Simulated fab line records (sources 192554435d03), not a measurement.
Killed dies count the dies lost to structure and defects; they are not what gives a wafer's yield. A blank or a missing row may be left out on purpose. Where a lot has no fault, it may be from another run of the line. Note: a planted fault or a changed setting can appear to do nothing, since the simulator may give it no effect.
Chamber matching | flow n5_finfet | thermal_cvd_si-01 running N5_HKMG_FIN_CVD_62: 3 sister chambers
The step deposits a-Si from Si2H6, target thk 3 nm, time 20.8 s. 6 wafers are shown with their chamber, then 12 later ones without.

## WAFERS PAIRED WITH THEIR CHAMBERS
wafer  | chamber | heater_power_w (W)
L081.3 | 1       | 1574
L083.4 | 0       | 1601
L083.6 | 1       | 1584
L085.3 | 0       | 1574
L089.4 | 2       | 1338
L089.5 | 2       | 1361

## WAFERS MISSING THEIR CHAMBER
wafer  | heater_power_w (W)
L091.1 | 1341
L091.4 | 1325
L091.6 | 1576
L093.1 | 1367
L093.3 | 1578
L093.5 | 1596
L095.1 | 1617
L095.2 | 1593
L095.4 | 1589
L097.4 | 1339
L097.5 | 1622
L097.6 | 1590

## EACH ONE'S CHAMBER
wafer  | from the rows above     | in truth
L091.1 | 2                       | 2
L091.4 | 2                       | 2
L091.6 | can't be placed: 1 or 0 | 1
L093.1 | 2                       | 2
L093.3 | can't be placed: 1 or 0 | 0
L093.5 | can't be placed: 0 or 1 | 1
L095.1 | can't be placed: 0 or 1 | 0
L095.2 | can't be placed: 0 or 1 | 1
L095.4 | can't be placed: 0 or 1 | 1
L097.4 | 2                       | 2
L097.5 | can't be placed: 0 or 1 | 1
L097.6 | can't be placed: 0 or 1 | 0
Placed correctly: 4 of 12. These rows do not allow placing 8 (true chamber among the candidates in 8). Number placed wrongly: 0.
How it was worked out, from the rows above alone: a wafer's distance from a chamber is the root of the sum, over the readings, of the square of ((its reading less the chamber's mean) divided by the reading's scatter). If the next closest chamber is less than 2 further off than the closest, the wafer can't be placed; otherwise it belongs to the closest. For every chamber, the mean is computed from those of its wafers that are shown. How the scatter is found: for the shown wafers, subtract from each reading the mean of its chamber, square and add these, divide the total by (wafers less chambers), then take the root.
